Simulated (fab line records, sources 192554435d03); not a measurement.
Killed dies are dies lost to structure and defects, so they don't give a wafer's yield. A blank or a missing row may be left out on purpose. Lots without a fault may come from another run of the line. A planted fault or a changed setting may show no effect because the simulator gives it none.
fab line records | flow n5_finfet
record lots=24 wafers=72 last_day=19
route steps=1938 shown BEOL_M2@909 BEOL_M3@931
lots that met no fault: from a run of the same line without faults
start_h: hours from the record's first day to the start of the lot's first wafer shown | wait_h: hours since the lot's step before | " the same as in the row above | L1.1+2: a row that stands for several wafers | - no value, or no start given | * or withheld: withheld | < > ~ a bound
route shown NAME@n: a module of which the file shows steps, and the number in the route of the first | usual: mean/standard deviation of fault-free wafers | same: alike in all rows | chamber/n: place in a boat | sites: the reading at each site | _std_site: their standard deviation | _edge_site: outer sites' mean less inner sites' | radius_mm: how far each site lies from the wafer's centre | mask NAME#n: copy n | behind: the tool/chamber that last shaped the wafer | hold: why the lot was held/for how many hours/how that ended | device: the transistor (n, p or np) that didn't switch | end of line: the same wafers' tests at the end of the route | a step without rows: its recipe alone | killed: dies lost to structure and defects at the first sort, not the wafer's yield | map: a wafer's dies, x killed, . not, _ none there
set.NAME: the setting as run; set.NAME@STEP: as run at that earlier step | model.NAME: the simulator's own value behind a step, which no gauge read
steps of the route over a sample of lots; a table a step, a row a wafer
services: from which hour (start_h, from the record's first day; less than 0 if before it) a tool's chamber was out of use, for how many hours, and why
## steps
# step N5_BEOL_M2_ANNEAL_82
# recipe temp_c=400 time_s=240 ambient=vacuum
# usual heater_power_w=811/79 susceptor_temp_C=399.98/0.22 susceptor_temp_C_max=401.1/0.33
# columns lot.wafer tool chamber start_h wait_h heater_power_w susceptor_temp_C susceptor_temp_C_max
L074.1 pvd_sputter-01 - 149.01 0.0 903 400.40 401.8
L074.2 " - " " 805 399.79 401.1
L074.3 " - " " 818 400.23 402.0
L075.1 pvd_sputter-03 - 151.04 0.0 862 400.18 400.9
L075.4 " - " " 820 399.87 401.3
L075.5 " - " " 730 399.84 400.6
L076.1 pvd_sputter-01 - 153.80 0.0 768 400.14 401.6
L076.5 " - " " 782 399.53 400.9
L076.6 " - " " 903 399.73 401.2
L077.2 pvd_sputter-01 - 170.39 0.0 806 399.71 400.8
L077.3 " - " " 799 399.66 401.2
L077.6 " - " " 803 399.59 401.1
L078.2 pvd_sputter-03 - 171.76 0.0 755 399.84 400.9
L078.5 " - " " 720 400.25 401.2
L078.6 " - " " 760 399.82 400.9
L079.3 pvd_sputter-02 - 175.25 0.0 734 399.89 401.1
L079.4 " - " " 924 400.20 401.0
L079.6 " - " " 1001 399.92 401.4
L080.1 pvd_sputter-01 - 182.12 0.0 803 400.11 401.2
L080.2 " - " " 723 400.07 401.1
L080.6 " - " " 786 400.10 401.2
L081.1 pvd_sputter-02 - 193.66 0.0 974 400.21 401.4
L081.3 " - " " 908 399.98 400.7
L081.6 " - " " 889 400.22 401.0
L082.1 pvd_sputter-03 - 207.39 0.0 817 400.03 401.5
L082.2 " - " " 739 399.80 400.5
L082.6 " - " " 744 400.13 400.9
L083.1 pvd_sputter-01 - 212.52 0.0 807 400.09 401.2
L083.3 " - " " 801 400.04 401.3
L083.5 " - " " 780 399.84 401.0
L084.1 pvd_sputter-02 - 214.05 0.0 801 400.05 401.0
L084.2 " - " " 1002 400.10 401.2
L084.5 " - " " 977 399.68 400.9
L086.1 pvd_sputter-01 - 214.60 0.0 810 399.81 401.1
L086.4 " - " " 783 399.60 401.8
L086.5 " - " " 798 400.10 401.2
L085.1 pvd_sputter-02 - 223.44 0.0 892 400.16 400.9
L085.2 " - " " 988 399.87 401.1
L085.6 " - " " 734 399.60 400.5
L088.1 pvd_sputter-03 - 235.64 0.0 736 400.30 401.1
L088.2 " - " " 745 399.93 401.2
L088.5 " - " " 731 400.19 401.4
L087.1 pvd_sputter-01 - 235.74 0.0 722 399.99 400.8
L087.5 " - " " 795 399.41 400.7
L087.6 " - " " 718 399.95 401.0
L090.1 pvd_sputter-03 - 237.48 0.0 740 399.84 401.1
L090.4 " - " " 826 399.57 400.6
L090.5 " - " " 751 400.22 401.2
L089.1 pvd_sputter-03 - 239.58 0.0 753 400.31 401.2
L089.2 " - " " 805 399.97 401.2
L089.5 " - " " 821 400.13 401.4
L091.3 pvd_sputter-02 - 264.85 0.0 815 399.88 400.8
L091.4 " - " " 958 400.32 401.5
L091.5 " - " " 994 399.88 401.2
L092.1 pvd_sputter-03 - 265.88 0.0 752 399.62 400.5
L092.3 " - " " 717 399.91 400.9
L092.5 " - " " 741 399.97 400.8
L093.3 pvd_sputter-03 - 267.72 0.0 813 400.03 401.1
L093.5 " - " " 806 399.82 400.8
L093.6 " - " " 886 399.98 401.1
L094.1 pvd_sputter-01 - 269.50 0.0 806 400.42 401.5
L094.2 " - " " 912 400.18 401.6
L094.4 " - " " 708 400.01 401.2
L095.2 pvd_sputter-03 - 273.18 0.0 734 399.88 400.8
L095.5 " - " " 751 400.16 401.3
L095.6 " - " " 734 399.97 400.8
L096.1 pvd_sputter-02 - 278.87 0.0 808 399.90 400.6
L096.2 " - " " 737 400.44 401.6
L096.3 " - " " 915 399.99 400.8
L097.2 pvd_sputter-03 - 297.86 0.0 893 399.82 400.8
L097.4 " - " " 745 400.21 401.2
L097.6 " - " " 777 400.12 401.1
# step N5_BEOL_M2_ANNEAL_87
# recipe temp_c=400 time_s=240 ambient=vacuum
# usual heater_power_w=810/76 susceptor_temp_C=400.01/0.21 susceptor_temp_C_max=401.1/0.37
# columns lot.wafer tool chamber start_h wait_h heater_power_w susceptor_temp_C susceptor_temp_C_max
L074.1 pvd_sputter-01 - 149.23 0.0 920 400.13 401.9
L074.2 " - " " 785 399.61 400.9
L074.3 " - " " 797 400.04 401.2
L075.1 pvd_sputter-03 - 151.26 0.0 860 399.94 400.7
L075.4 " - " " 802 399.78 401.1
L075.5 " - " " 738 400.01 400.9
L076.1 pvd_sputter-01 - 154.02 0.0 780 400.22 401.4
L076.5 " - " " 788 400.34 402.0
L076.6 " - " " 898 399.55 400.8
L077.2 pvd_sputter-01 - 170.61 0.0 820 399.99 401.8
L077.3 " - " " 803 400.02 401.4
L077.6 " - " " 790 399.97 401.6
L078.2 pvd_sputter-03 - 171.98 0.0 731 399.88 401.0
L078.5 " - " " 744 400.04 400.8
L078.6 " - " " 738 400.17 401.1
L079.3 pvd_sputter-02 - 175.47 0.0 748 399.99 401.1
L079.4 " - " " 918 399.93 400.8
L079.6 " - " " 981 400.12 401.6
L080.1 pvd_sputter-01 - 182.34 0.0 804 400.38 401.4
L080.2 " - " " 713 399.98 401.0
L080.6 " - " " 770 399.84 401.2
L081.1 pvd_sputter-02 - 198.90 0.0 950 400.19 401.4
L081.3 " - " " 890 399.73 400.5
L081.6 " - " " 866 399.95 400.8
L082.1 pvd_sputter-03 - 207.61 0.0 810 399.97 401.2
L082.2 " - " " 734 399.93 400.6
L082.6 " - " " 740 399.84 400.4
L083.1 pvd_sputter-01 - 212.74 0.0 809 399.68 400.9
L083.3 " - " " 792 400.32 401.6
L083.5 " - " " 790 400.07 401.3
L084.1 pvd_sputter-02 - 214.27 0.0 785 399.70 400.8
L084.2 " - " " 981 400.08 401.5
L084.5 " - " " 998 400.15 401.6
L086.1 pvd_sputter-01 - 214.82 0.0 791 400.45 401.8
L086.4 " - " " 781 400.06 401.6
L086.5 " - " " 802 399.82 400.8
L085.1 pvd_sputter-02 - 223.66 0.0 897 400.15 400.9
L085.2 " - " " 970 399.77 400.9
L085.6 " - " " 742 400.16 401.2
L088.1 pvd_sputter-03 - 235.86 0.0 749 399.95 401.0
L088.2 " - " " 753 400.39 401.6
L088.5 " - " " 760 399.96 400.8
L087.1 pvd_sputter-01 - 235.96 0.0 745 400.43 401.3
L087.5 " - " " 797 399.71 401.0
L087.6 " - " " 716 400.21 401.4
L090.1 pvd_sputter-03 - 237.70 0.0 760 399.87 400.7
L090.4 " - " " 824 399.95 401.3
L090.5 " - " " 739 400.18 401.1
L089.1 pvd_sputter-03 - 239.80 0.0 759 399.99 400.8
L089.2 " - " " 791 400.18 401.2
L089.5 " - " " 810 400.36 401.6
L091.3 pvd_sputter-02 - 265.07 0.0 812 399.85 400.8
L091.4 " - " " 965 399.98 401.3
L091.5 " - " " 987 399.56 401.0
L092.1 pvd_sputter-03 - 266.10 0.0 741 400.27 401.1
L092.3 " - " " 773 400.20 401.1
L092.5 " - " " 735 399.83 400.8
L093.3 pvd_sputter-03 - 267.94 0.0 808 399.57 400.6
L093.5 " - " " 820 399.73 401.0
L093.6 " - " " 873 400.29 401.2
L094.1 pvd_sputter-01 - 269.72 0.0 803 399.83 401.4
L094.2 " - " " 907 400.03 401.7
L094.4 " - " " 718 399.99 401.1
L095.2 pvd_sputter-03 - 273.40 0.0 758 400.14 401.0
L095.5 " - " " 749 399.95 400.9
L095.6 " - " " 738 400.03 401.0
L096.1 pvd_sputter-02 - 279.09 0.0 797 399.90 401.0
L096.2 " - " " 747 400.09 401.5
L096.3 " - " " 915 399.95 400.7
L097.2 pvd_sputter-03 - 298.08 0.0 860 400.29 401.5
L097.4 " - " " 734 400.32 401.5
L097.6 " - " " 739 400.25 401.4
# step N5_BEOL_M2_THK_MEAS_53
# recipe thk_meas_gauge=xrf reads=Cu_of_BEOL_M2_ECD_50
# usual M2_THK=39.6/1.4
# columns lot.wafer tool chamber start_h wait_h M2_THK[nm]
L074.1 film_metro-02 - 151.04 - 41.1
L074.2 " - " " 40.6
L074.3 " - " " 42.7
L075.1 film_metro-02 - 153.14 - 37.0
L075.4 " - " " 39.9
L075.5 " - " " 37.7
L076.1 film_metro-02 - 155.83 - 36.5
L076.5 " - " " 38.5
L076.6 " - " " 38.6
L077.2 film_metro-01 - 172.42 - 40.8
L077.3 " - " " 39.3
L077.6 " - " " 38.1
L078.2 film_metro-02 - 173.79 - 40.4
L078.5 " - " " 37.9
L078.6 " - " " 39.1
L079.3 film_metro-02 - 177.27 - 40.0
L079.4 " - " " 38.8
L079.6 " - " " 37.4
L080.1 film_metro-01 - 184.15 - 37.1
L080.2 " - " " 37.1
L080.6 " - " " 38.1
L081.1 film_metro-01 - 200.73 - 38.1
L081.3 " - " " 38.7
L081.6 " - " " 39.4
L082.1 film_metro-02 - 209.42 - 39.5
L082.2 " - " " 40.0
L082.6 " - " " 40.2
L083.1 film_metro-02 - 214.69 - 38.8
L083.3 " - " " 40.3
L083.5 " - " " 38.9
L084.1 film_metro-02 - 216.77 - 38.9
L084.2 " - " " 38.8
L084.5 " - " " 39.8
L086.1 film_metro-02 - 216.89 - 39.9
L086.4 " - " " 40.2
L086.5 " - " " 39.4
L085.1 film_metro-01 - 225.47 - 39.5
L085.2 " - " " 40.7
L085.6 " - " " 40.6
L088.1 film_metro-02 - 237.66 - 38.0
L088.2 " - " " 38.6
L088.5 " - " " 40.1
L087.1 film_metro-01 - 237.77 - 41.8
L087.5 " - " " 41.8
L087.6 " - " " 40.6
L090.1 film_metro-01 - 239.55 - 39.5
L090.4 " - " " 39.4
L090.5 " - " " 39.2
L089.1 film_metro-01 - 241.98 - 37.5
L089.2 " - " " 39.9
L089.5 " - " " 37.2
L091.3 film_metro-02 - 266.88 - 40.8
L091.4 " - " " 40.9
L091.5 " - " " 39.7
L092.1 film_metro-02 - 268.18 - 39.7
L092.3 " - " " 40.6
L092.5 " - " " 41.5
L093.3 film_metro-01 - 269.75 - 39.7
L093.5 " - " " 40.5
L093.6 " - " " 39.0
L094.1 film_metro-02 - 271.52 - 38.6
L094.2 " - " " 37.4
L094.4 " - " " 39.7
L095.2 film_metro-01 - 275.21 - 39.0
L095.5 " - " " 37.7
L095.6 " - " " 37.5
L096.1 film_metro-02 - 280.90 - 40.1
L096.2 " - " " 39.7
L096.3 " - " " 39.8
L097.2 film_metro-01 - 299.89 - 37.3
L097.4 " - " " 39.2
L097.6 " - " " 41.2
# step N5_BEOL_M2_INSPECT_59
# recipe inspect_instrument=darkfield mode=post_dep
# usual raw_defect_count=72/22
# columns lot.wafer tool chamber start_h wait_h raw_defect_count
L074.1 defect_inspect-02 - 151.32 0.0 62
L074.2 " - " " 99
L074.3 " - " " 89
L075.1 defect_inspect-01 - 153.50 0.0 73
L075.4 " - " " 65
L075.5 " - " " 120
L076.1 defect_inspect-01 - 156.15 0.0 49
L076.5 " - " " 55
L076.6 " - " " 56
L077.2 defect_inspect-01 - 172.70 0.0 104
L077.3 " - " " 66
L077.6 " - " " 85
L078.2 defect_inspect-01 - 174.07 0.0 65
L078.5 " - " " 91
L078.6 " - " " 88
L079.3 defect_inspect-02 - 177.57 0.0 58
L079.4 " - " " 68
L079.6 " - " " 90
L080.1 defect_inspect-02 - 184.44 0.0 100
L080.2 " - " " 85
L080.6 " - " " 96
L081.1 defect_inspect-01 - 201.02 0.0 33
L081.3 " - " " 67
L081.6 " - " " 83
L082.1 defect_inspect-01 - 209.70 0.0 67
L082.2 " - " " 71
L082.6 " - " " 48
L083.1 defect_inspect-02 - 215.00 0.0 66
L083.3 " - " " 60
L083.5 " - " " 66
L084.1 defect_inspect-01 - 217.29 0.0 30
L084.2 " - " " 43
L084.5 " - " " 40
L086.1 defect_inspect-01 - 217.40 0.0 76
L086.4 " - " " 33
L086.5 " - " " 43
L085.1 defect_inspect-02 - 225.77 0.0 40
L085.2 " - " " 71
L085.6 " - " " 57
L088.1 defect_inspect-01 - 237.95 0.0 129
L088.2 " - " " 66
L088.5 " - " " 115
L087.1 defect_inspect-01 - 238.06 0.0 115
L087.5 " - " " 94
L087.6 " - " " 106
L090.1 defect_inspect-01 - 239.83 0.0 112
L090.4 " - " " 90
L090.5 " - " " 74
L089.1 defect_inspect-01 - 242.27 0.0 68
L089.2 " - " " 58
L089.5 " - " " 59
L091.3 defect_inspect-02 - 267.17 0.0 84
L091.4 " - " " 45
L091.5 " - " " 49
L092.1 defect_inspect-02 - 268.46 0.0 88
L092.3 " - " " 79
L092.5 " - " " 58
L093.3 defect_inspect-02 - 270.03 0.0 69
L093.5 " - " " 86
L093.6 " - " " 90
L094.1 defect_inspect-01 - 271.81 0.0 67
L094.2 " - " " 65
L094.4 " - " " 78
L095.2 defect_inspect-01 - 275.50 0.0 71
L095.5 " - " " 52
L095.6 " - " " 110
L096.1 defect_inspect-01 - 281.21 0.0 68
L096.2 " - " " 95
L096.3 " - " " 79
L097.2 defect_inspect-01 - 300.17 0.0 62
L097.4 " - " " 47
L097.6 " - " " 54
# step N5_BEOL_M3_ILD_DEP_00
# recipe material=SiOC target_thk_a=790 temp_c=350 precursor=DEMS/O2 pressure_torr=5 rf_w=500 time_s=15.3
# usual heater_power_w=427/53 showerhead_plenum_p_Torr=5.696/0.011 susceptor_temp_C=349.98/0.21 throttle_valve_pct=12.2/0.83
# columns lot.wafer tool chamber start_h wait_h heater_power_w showerhead_plenum_p_Torr susceptor_temp_C throttle_valve_pct
L074.1 pecvd-03 2 151.36 0.0 519 5.698 349.84 11.1
L074.2 " 0 " " 465 5.707 350.08 11.1
L074.3 " 1 " " 446 5.695 349.93 13.8
L075.1 pecvd-01 0 153.54 0.0 400 5.687 349.92 11.3
L075.4 " 2 " " 371 5.703 350.20 12.7
L075.5 " 1 " " 446 5.692 349.88 12.9
L076.1 pecvd-01 1 156.18 0.0 393 5.699 349.88 12.7
L076.5 " 2 " " 393 5.695 350.01 12.4
L076.6 " 0 " " 367 5.697 349.87 11.3
L077.2 pecvd-04 0 172.74 0.0 482 5.690 350.29 11.7
L077.3 " 2 " " 396 5.692 350.05 11.6
L077.6 " 2 " " 392 5.690 349.91 11.5
L078.2 pecvd-04 2 174.11 0.0 355 5.694 349.61 11.9
L078.5 " 1 " " 490 5.717 349.87 12.4
L078.6 " 2 " " 362 5.684 349.88 11.4
L079.3 pecvd-01 1 177.60 0.0 430 5.684 350.27 12.7
L079.4 " 0 " " 422 5.697 350.43 11.6
L079.6 " 1 " " 430 5.686 350.06 12.7
L080.1 pecvd-03 2 184.47 0.0 477 5.692 349.73 11.1
L080.2 " 1 " " 427 5.694 349.93 13.7
L080.6 " 1 " " 424 5.693 350.23 13.8
L081.1 pecvd-03 0 201.06 0.0 469 5.701 349.82 11.3
L081.3 " 1 " " 448 5.700 349.85 13.5
L081.6 " 1 " " 440 5.704 350.20 13.9
L082.1 pecvd-01 0 209.74 0.0 402 5.686 349.76 11.0
L082.2 " 1 " " 441 5.697 350.24 12.7
L082.6 " 2 " " 338 5.679 349.94 12.8
L083.1 pecvd-01 2 215.04 0.0 384 5.682 350.20 12.4
L083.3 " 1 " " 420 5.692 350.12 12.6
L083.5 " 2 " " 397 5.690 349.77 12.6
L084.1 pecvd-03 0 217.35 0.1 392 5.691 349.95 11.2
L084.2 " 1 " " 421 5.703 349.82 13.9
L084.5 " 2 " " 480 5.695 350.03 11.0
L086.1 pecvd-04 0 217.44 0.0 468 5.700 350.00 11.5
L086.4 " 0 " " 470 5.694 349.78 11.6
L086.5 " 1 " " 522 5.718 350.40 12.7
L085.1 pecvd-01 2 225.80 0.0 390 5.690 349.76 12.8
L085.2 " 0 " " 374 5.702 349.97 11.4
L085.6 " 1 " " 431 5.688 349.98 13.0
L088.1 pecvd-01 1 237.99 0.0 411 5.685 349.78 13.0
L088.2 " 0 " " 372 5.705 349.59 11.5
L088.5 " 1 " " 404 5.698 349.81 12.7
L087.1 pecvd-01 1 238.09 0.0 371 5.688 350.26 12.9
L087.5 " 0 " " 425 5.684 350.37 11.4
L087.6 " 2 " " 313 5.700 350.16 12.5
L090.1 pecvd-03 2 239.87 0.0 486 5.676 349.93 10.9
L090.4 " 1 " " 451 5.705 349.99 13.9
L090.5 " 2 " " 491 5.693 350.14 11.3
L089.1 pecvd-01 2 242.30 0.0 374 5.710 349.50 12.7
L089.2 " 1 " " 417 5.687 350.08 12.8
L089.5 " 2 " " 370 5.695 349.71 12.3
L091.3 pecvd-01 0 267.21 0.0 370 5.705 350.37 11.1
L091.4 " 0 " " 370 5.687 349.89 11.2
L091.5 " 2 " " 360 5.697 350.07 12.9
L092.1 pecvd-04 0 268.50 0.0 525 5.713 349.85 11.6
L092.3 " 1 " " 492 5.720 350.54 12.9
L092.5 " 1 " " 501 5.736 350.46 12.6
L093.3 pecvd-03 1 270.07 0.0 407 5.701 350.18 13.8
L093.5 " 2 " " 488 5.675 349.64 11.1
L093.6 " 0 " " 492 5.700 349.98 11.3
L094.1 pecvd-01 0 271.85 0.0 371 5.710 349.84 11.3
L094.2 " 2 " " 373 5.709 350.15 12.7
L094.4 " 0 " " 377 5.693 349.86 11.4
L095.2 pecvd-01 0 275.53 0.0 389 5.692 350.45 11.5
L095.5 " 1 " " 432 5.708 349.73 12.8
L095.6 " 0 " " 393 5.704 349.98 11.5
L096.1 pecvd-04 2 281.25 0.0 416 5.692 350.40 12.0
L096.2 " 0 " " 482 5.689 350.13 12.0
L096.3 " 1 " " 530 5.721 350.09 12.4
L097.2 pecvd-01 0 300.21 0.0 373 5.696 349.84 11.5
L097.4 " 0 " " 378 5.672 349.97 11.7
L097.6 " 2 " " 353 5.697 349.79 12.6
# step N5_BEOL_M3_HM_DEP_02
# recipe material=TiN target_thk_a=200 temp_c=25 chamber_pressure_pa=0.49996
# usual susceptor_temp_C=25.02/0.1 throttle_valve_pct=30.1/1.2
# columns lot.wafer tool chamber start_h wait_h susceptor_temp_C throttle_valve_pct
L074.1 pvd_sputter-02 - 152.60 1.1 24.86 28.7
L074.2 " - " " 25.09 31.5
L074.3 " - " " 25.35 31.6
L075.1 pvd_sputter-01 - 155.56 1.9 25.02 27.6
L075.4 " - " " 25.18 30.8
L075.5 " - " " 25.01 27.5
L076.1 pvd_sputter-01 - 156.90 0.6 24.97 30.7
L076.5 " - " " 24.88 30.8
L076.6 " - " " 24.89 30.1
L077.2 pvd_sputter-02 - 173.74 0.9 25.23 31.5
L077.3 " - " " 24.98 28.8
L077.6 " - " " 24.88 28.8
L078.2 pvd_sputter-01 - 174.35 0.1 25.02 29.1
L078.5 " - " " 24.90 29.3
L078.6 " - " " 25.12 27.5
L079.3 pvd_sputter-02 - 177.80 0.1 24.87 31.7
L079.4 " - " " 25.04 29.2
L079.6 " - " " 25.08 28.9
L080.1 pvd_sputter-01 - 184.90 0.3 25.07 27.9
L080.2 " - " " 25.26 30.9
L080.6 " - " " 24.95 27.7
L081.1 pvd_sputter-02 - 201.98 0.8 25.02 28.9
L081.3 " - " " 25.04 31.4
L081.6 " - " " 25.01 28.9
L082.1 pvd_sputter-02 - 210.26 0.4 25.02 31.3
L082.2 " - " " 24.90 31.5
L082.6 " - " " 24.97 29.0
L083.1 pvd_sputter-03 - 215.69 0.5 25.04 31.3
L083.3 " - " " 25.02 30.2
L083.5 " - " " 25.11 30.7
L084.1 pvd_sputter-02 - 218.37 0.9 25.01 31.5
L084.2 " - " " 25.11 29.0
L084.5 " - " " 24.96 31.6
L086.1 pvd_sputter-02 - 218.47 0.9 25.01 31.4
L086.4 " - " " 25.11 31.4
L086.5 " - " " 24.98 31.3
L085.1 pvd_sputter-02 - 226.60 0.7 24.84 31.4
L085.2 " - " " 24.93 29.2
L085.6 " - " " 24.86 31.7
L088.1 pvd_sputter-03 - 238.92 0.8 24.95 30.2
L088.2 " - " " 24.87 30.7
L088.5 " - " " 24.90 31.0
L087.1 pvd_sputter-01 - 238.94 0.7 25.08 29.8
L087.5 " - " " 25.04 30.7
L087.6 " - " " 24.98 29.9
L090.1 pvd_sputter-03 - 241.50 1.5 24.96 30.3
L090.4 " - " " 25.15 30.7
L090.5 " - " " 24.98 30.4
L089.1 pvd_sputter-02 - 242.71 0.3 25.11 31.4
L089.2 " - " " 24.94 31.7
L089.5 " - " " 25.02 28.9
L091.3 pvd_sputter-02 - 267.67 0.3 24.98 29.6
L091.4 " - " " 25.08 31.6
L091.5 " - " " 24.95 28.9
L092.1 pvd_sputter-02 - 270.37 1.8 25.03 29.0
L092.3 " - " " 25.08 31.4
L092.5 " - " " 25.16 31.6
L093.3 pvd_sputter-03 - 270.98 0.8 25.05 30.8
L093.5 " - " " 25.06 29.9
L093.6 " - " " 25.09 30.9
L094.1 pvd_sputter-02 - 273.97 2.0 25.09 28.8
L094.2 " - " " 25.13 29.5
L094.4 " - " " 24.99 31.6
L095.2 pvd_sputter-03 - 277.20 1.5 24.98 30.8
L095.5 " - " " 24.92 30.4
L095.6 " - " " 24.98 30.2
L096.1 pvd_sputter-02 - 286.16 4.8 25.00 31.5
L096.2 " - " " 25.06 28.7
L096.3 " - " " 25.19 31.6
L097.2 pvd_sputter-01 - 301.07 0.7 25.04 28.8
L097.4 " - " " 24.98 30.2
L097.6 " - " " 25.01 27.7
## services
# columns tool chamber start_h hours kind
pecvd-01 - 129.99 6.0 pm
pecvd-01 - 142.35 0.8 repair
pecvd-03 1 158.04 5.5 scheduled_down
pecvd-03 0 163.50 2.1 scheduled_down
pvd_sputter-03 - 186.76 4.3 repair
pecvd-04 - 198.44 0.5 repair
pecvd-04 2 216.90 6.0 repair
pecvd-04 0 256.22 2.1 scheduled_down
pecvd-04 2 264.65 2.1 scheduled_down
pecvd-01 - 273.03 1.2 repair
pecvd-03 0 279.12 5.2 repair
pecvd-01 - 288.17 2.8 pm
pecvd-03 - 297.02 5.5 pm
## key
fault none
